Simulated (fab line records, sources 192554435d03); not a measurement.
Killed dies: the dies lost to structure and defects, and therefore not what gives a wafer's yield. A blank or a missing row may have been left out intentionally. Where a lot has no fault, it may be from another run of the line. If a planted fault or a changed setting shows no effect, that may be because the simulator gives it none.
What tool caused it? :: flow n5 finfet :: 11 lots with 29 wafers sampled at 2 steps, on a route of 1938 steps

## WHAT THE GAUGES SHOWED, per wafer
N5_BEOL_M12_OVL_MEAS_29.
lot: L630
measured: day 10 03:25
on: overlay-01
M12_OVL (nm): 7 0 4

lot: L631
measured: day 10 14:55
on: overlay-02
M12_OVL (nm): 8 8 5

lot: L633
measured: day 10 21:19
on: overlay-02
M12_OVL (nm): 0 -4 0

lot: L634
measured: day 11 01:43
on: overlay-01
M12_OVL (nm): 9 9 5

lot: L635
measured: day 11 20:20
on: overlay-01
M12_OVL (nm): 3 7

lot: L637
measured: day 12 13:50
on: overlay-02
M12_OVL (nm): 5 2 8

lot: L642
measured: day 13 03:59
on: overlay-01
M12_OVL (nm): -1 1 0

lot: L641
measured: day 13 04:43
on: overlay-02
M12_OVL (nm): 0 1

lot: L644
measured: day 14 06:50
on: overlay-02
M12_OVL (nm): -4 2 6

lot: L650
measured: day 15 12:17
on: overlay-02
M12_OVL (nm): 2 3

lot: L652
measured: day 16 10:24
on: overlay-02
M12_OVL (nm): 1 2

## EACH LOT AND THE TOOL THAT RAN IT (in order: tool; ch and the chambers of the sampled wafers; start)
lot: L630
N5_BEOL_M12_STRIP_63: plasma asher-02 ch 0,1, day 10 02:45

lot: L631
N5_BEOL_M12_STRIP_63: plasma asher-01 ch 0,1, day 10 14:20

lot: L633
N5_BEOL_M12_STRIP_63: plasma asher-01 ch 0,1, day 10 20:37

lot: L634
N5_BEOL_M12_STRIP_63: plasma asher-01 ch 0,1, day 11 01:01

lot: L635
N5_BEOL_M12_STRIP_63: plasma asher-01 ch 0, day 11 19:47

lot: L637
N5_BEOL_M12_STRIP_63: plasma asher-01 ch 0, day 12 13:08

lot: L642
N5_BEOL_M12_STRIP_63: plasma asher-02 ch 0,1, day 13 03:24

lot: L641
N5_BEOL_M12_STRIP_63: plasma asher-02 ch 0,1, day 13 04:10

lot: L644
N5_BEOL_M12_STRIP_63: plasma asher-01 ch 0,1, day 14 06:07

lot: L650
N5_BEOL_M12_STRIP_63: plasma asher-02 ch 0,1, day 15 11:35

lot: L652
N5_BEOL_M12_STRIP_63: plasma asher-01 ch 0,1, day 16 09:52
- N5_BEOL_M12_STRIP_63: strips in N2/H2.

## THE ANSWER, worked out from the rows above alone
Rule: the usual values come from the lots themselves. Put in order of their means at a reading, lots are off if they are a third of the lots or fewer, leave a main group of 4 or more, and stand apart from it by a gap of 3 or more times the standard deviation of the main group's means; of several such gaps the widest counts. A main group is skipped when, at the precision printed for the reading in the tables above, its means are all equal. A lot without any number at a reading at which 4 lots or more have one is off too. Any other lot the step has rows for is counted as sound.
Nothing can be told from this: no lot is off at any reading shown.

## WHAT HAD BEEN PUT IN BY THE SIMULATOR
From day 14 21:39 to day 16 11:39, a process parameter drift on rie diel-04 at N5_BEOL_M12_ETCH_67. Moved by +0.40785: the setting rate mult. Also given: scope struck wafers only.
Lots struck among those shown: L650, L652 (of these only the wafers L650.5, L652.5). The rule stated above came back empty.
